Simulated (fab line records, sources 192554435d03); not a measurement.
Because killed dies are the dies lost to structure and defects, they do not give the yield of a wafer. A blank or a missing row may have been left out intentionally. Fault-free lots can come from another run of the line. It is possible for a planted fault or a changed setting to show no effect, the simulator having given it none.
Matching of chambers / flow n5Finfet / N5_BEOL_M7_ILD_DEP_00 on pecvd-03: 3 sister chambers
The step deposits SiCOH lowk from DEMS/porogen, target thk 179.75 nm, time 33.4 s. 3 wafers are shown with their chamber, then 7 later ones without.

## WAFERS, EACH WITH ITS CHAMBER
wafer=L246.4; chamber=2; throttleValvePct (%)=12.9
wafer=L246.5; chamber=0; throttleValvePct (%)=14.2
wafer=L247.2; chamber=1; throttleValvePct (%)=14.2

## WAFERS WITH NO CHAMBER GIVEN
wafer=L247.4; throttleValvePct (%)=14.5
wafer=L247.5; throttleValvePct (%)=12.9
wafer=L250.1; throttleValvePct (%)=14.6
wafer=L250.3; throttleValvePct (%)=13.0
wafer=L250.6; throttleValvePct (%)=13.2
wafer=L254.1; throttleValvePct (%)=13.1
wafer=L254.2; throttleValvePct (%)=14.2

## EACH ONE'S CHAMBER
wafer=L247.4; from the rows above=can't be placed: 0 or 1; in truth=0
wafer=L247.5; from the rows above=2; in truth=2
wafer=L250.1; from the rows above=can't be placed: 0 or 1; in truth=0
wafer=L250.3; from the rows above=2; in truth=2
wafer=L250.6; from the rows above=2; in truth=2
wafer=L254.1; from the rows above=2; in truth=2
wafer=L254.2; from the rows above=can't be placed: 0 or 1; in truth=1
Correct placement for 4 of the 7. These rows do not allow placing 3 (true chamber among the candidates in 3). Wrongly placed: 0.
How it was worked out, from the rows above alone: a wafer's distance from a chamber is the root of the sum, over the readings, of the square of ((its reading less the chamber's mean) divided by the reading's scatter). The wafer belongs to the nearest chamber; if the next one is less than 2 further off, it can't be placed. For every chamber, the mean is computed from those of its wafers that are shown. The scatter: root of mean squared gap, hidden wafer to nearest shown wafer, with one shown wafer a chamber.
